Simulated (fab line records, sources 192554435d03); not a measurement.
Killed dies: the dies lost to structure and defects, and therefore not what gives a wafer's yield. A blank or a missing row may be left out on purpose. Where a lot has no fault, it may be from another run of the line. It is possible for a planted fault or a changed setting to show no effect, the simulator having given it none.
A struck lot beside a sound one || flow n5 finfet || 15 out of 1938 route steps
Sound: these wafers, L327.4, L327.5, L327.6. Struck: wafers L340.2, L340.3, L340.5. At the end, the cause is stated.
At each step with rows: each side's tool, then ch and its chambers, then its first start. Under that, the readings that differ: sound wafers || struck wafers || difference of the means || sigmas: that difference in standard deviations of wafers without a fault.
alike: same words and numbers on both sides, and readings whose means sit less than 2 such deviations apart. not compared: any withheld reading, any reading some wafer has no value for, any bound like >300 that may hide the same value, and any number with overlapping values for which the record gives no deviation.
The two part at a step that has a row with sigmas, a row that says differs or no value, or rows on one side only. When numbers do not overlap yet have no deviation, they are printed without sigmas and do not part them. Lack of a reading on every wafer of one side parts them only where that side has two or more wafers.

first, 1 step without rows for these wafers: N5_BEOL_M9_DEVELOP_27 (develop time 30 s).
N5_BEOL_M9_CD_MEAS_28: the cd target is 70 nm.
  sound on cd sem-03 ch 0, day 11 02:52; struck on cd sem-03 ch 0, day 14 22:47
  alike: cd nm
N5_BEOL_M9_OVL_MEAS_29:
  sound on overlay-02 ch 0, day 11 02:55; struck on overlay-02 ch 0, day 14 22:49
  alike: V8_OVL
N5_BEOL_M9_INSPECT_30: inspects for defects (brightfield).
  sound on defect inspect-02 at day 11 02:58; struck on defect inspect-02 at day 14 22:53
  alike: raw defect count
N5_BEOL_M9_DESCUM_33: chemistry O2, time 7 s.
  sound on rie diel-03 ch 2,3, day 11 03:03; struck on rie diel-03 ch 1,2,3, day 14 22:57
  alike: drypump motor current A, oes product au, rf vpp V, showerhead plenum p Torr, throttle valve pct
  not compared: rf hours counter h
then, 1 step without rows for these wafers: N5_BEOL_M9_ETCH_76 (etches underlayer in N2/H2, target depth 6.5 nm, time 5.2 s).
N5_BEOL_M9_ETCH_65: etches SiARC in CF4, target depth 15.6 nm, time 26 s.
  sound on rie diel-03 ch 2,3, day 11 03:06; struck on rie diel-03 ch 1,2,3, day 14 23:00
  alike: cf4 flow sccm, drypump motor current A, etch rf on time s, mfc ar sccm, oes product au, rf vpp V, showerhead plenum p Torr, throttle valve pct
  not compared: rf hours counter h
N5_BEOL_M9_ETCH_66: etches SOC in N2/H2, target depth 80 nm, overetch 16 nm, time 120 s.
  sound on rie diel-03 ch 2,3, day 11 03:08; struck on rie diel-03 ch 1,2,3, day 14 23:02
  alike: drypump motor current A, h2 flow sccm, oes product au, rf vpp V, showerhead plenum p Torr, throttle valve pct
  not compared: rf hours counter h
then, 2 steps without rows for these wafers: N5_BEOL_M9_STRIP_69 (strips in N2/H2); N5_BEOL_M9_STRIP_77 (strips in N2/H2).
N5_BEOL_M9_VIA_ETCH_34: etches SiCOH lowk in C4F6/O2, target depth 182.4 nm, time 68.4 s.
  sound on rie diel-03 ch 2,3, day 11 03:14; struck on rie diel-03 ch 1,2,3, day 14 23:08
  alike: drypump motor current A, mfc ar sccm, oes product au, rf vpp V, showerhead plenum p Torr, throttle valve pct
  not compared: rf hours counter h
then, 1 step without rows for these wafers: N5_BEOL_M9_STRIP_73 (strips in C4F6/O2).
N5_BEOL_M9_STRIP_36: strips in N2/H2.
  sound on rie diel-03 ch 2,3, day 11 03:17; struck on rie diel-03 ch 1,2,3, day 14 23:11
{"reading": "power w (W)", "sound": "451.1 449.5 450.3", "struck": "471.7 471.5 473.9", "difference": "+22.1", "sigmas": "+16"}
  alike: drypump motor current A, h2 flow sccm, oes product au, rf vpp V, showerhead plenum p Torr, throttle valve pct
  not compared: rf hours counter h
N5_BEOL_M9_TRENCH_ETCH_37: etches SiCOH lowk in C4F6/O2, target depth 151.43 nm, time 49 s.
  sound: rie diel-03 ch 2,3; struck: rie diel-03 ch 1,2,3
  alike: drypump motor current A, mfc ar sccm, oes product au, rf vpp V, showerhead plenum p Torr, throttle valve pct
  not compared: rf hours counter h
N5_PASSIVATION_PROBE_49:
  sound wafers here have rows in the record (prober-01, day 13 10:48); struck ones have none

== WHERE THEY PART ==
Last at N5_PASSIVATION_PROBE_49 as far as this record goes, first at N5_BEOL_M9_STRIP_36.

WHY: what the simulator had put in
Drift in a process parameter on rie diel-03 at N5_BEOL_M9_STRIP_36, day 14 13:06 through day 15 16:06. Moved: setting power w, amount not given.
